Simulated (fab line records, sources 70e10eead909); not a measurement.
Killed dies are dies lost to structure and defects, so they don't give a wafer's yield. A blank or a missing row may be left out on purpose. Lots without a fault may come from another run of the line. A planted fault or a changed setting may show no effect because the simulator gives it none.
Which tool did it? | flow nand_harc | 7 lots, 21 wafers sampled, at 3 steps of a route of 1159

WHAT THE GAUGES READ, wafer by wafer
NHARC_END_SORT_01.
lot  | measured     | on        | killed_at_periphery
L961 | day 20 05:08 | prober-01 | 0 0 3
L973 | day 21 20:42 | prober-01 | 4 4 2
L978 | day 23 13:57 | prober-02 | 4 5 1

WHICH TOOL RAN EACH LOT (tool, then ch and the chambers of the sampled wafers, then the start)
lot  | NHARC_P_ZERO_WELL_PECVD_02     | NHARC_P_ZERO_WELL_DESCUM_13
L961 | pecvd-01 ch 1,2, day 1 18:30   | rie_diel-12 ch 1,3, day 1 19:25
L965 | pecvd-04 ch 0,1,2, day 2 18:37 | rie_diel-12 ch 0,1, day 2 20:08
L967 | pecvd-04 ch 0,1,2, day 3 06:32 | rie_diel-12 ch 0,2,3, day 3 08:04
L973 | pecvd-02 ch 0,2, day 4 18:43   | rie_diel-12 ch 1,2,3, day 4 19:40
L978 | pecvd-04 ch 0,1, day 6 00:32   | rie_diel-05 ch 0,1,2, day 6 01:19
L980 | pecvd-02 ch 0,2, day 6 12:28   | rie_diel-12 ch 0,1,3, day 6 13:25
L983 | pecvd-02 ch 0,1,2, day 7 06:38 | rie_diel-08 ch 0,1,2, day 7 07:37
- NHARC_P_ZERO_WELL_PECVD_02: deposits SiO2, target thk 10 nm.
- NHARC_P_ZERO_WELL_DESCUM_13: chemistry O2, time 3 s.

THE ANSWER, worked out from the rows above alone
Rule: what is usual is taken from the lots themselves. Put in order of their means at a reading, lots are off if they are a third of the lots or fewer, leave a main group of 4 or more, and stand apart from it by a gap of 3 or more times the standard deviation of the main group's means; of several such gaps the widest counts. A main group whose means are all the same, to the digits that the tables above print for the reading, isn't used. A lot without any number at a reading at which 4 lots or more have one is off too. The other lots that the step has rows for count as sound.
No lot is off at any reading shown: from this, nothing can be told.

WHAT THE SIMULATOR HAD PUT IN
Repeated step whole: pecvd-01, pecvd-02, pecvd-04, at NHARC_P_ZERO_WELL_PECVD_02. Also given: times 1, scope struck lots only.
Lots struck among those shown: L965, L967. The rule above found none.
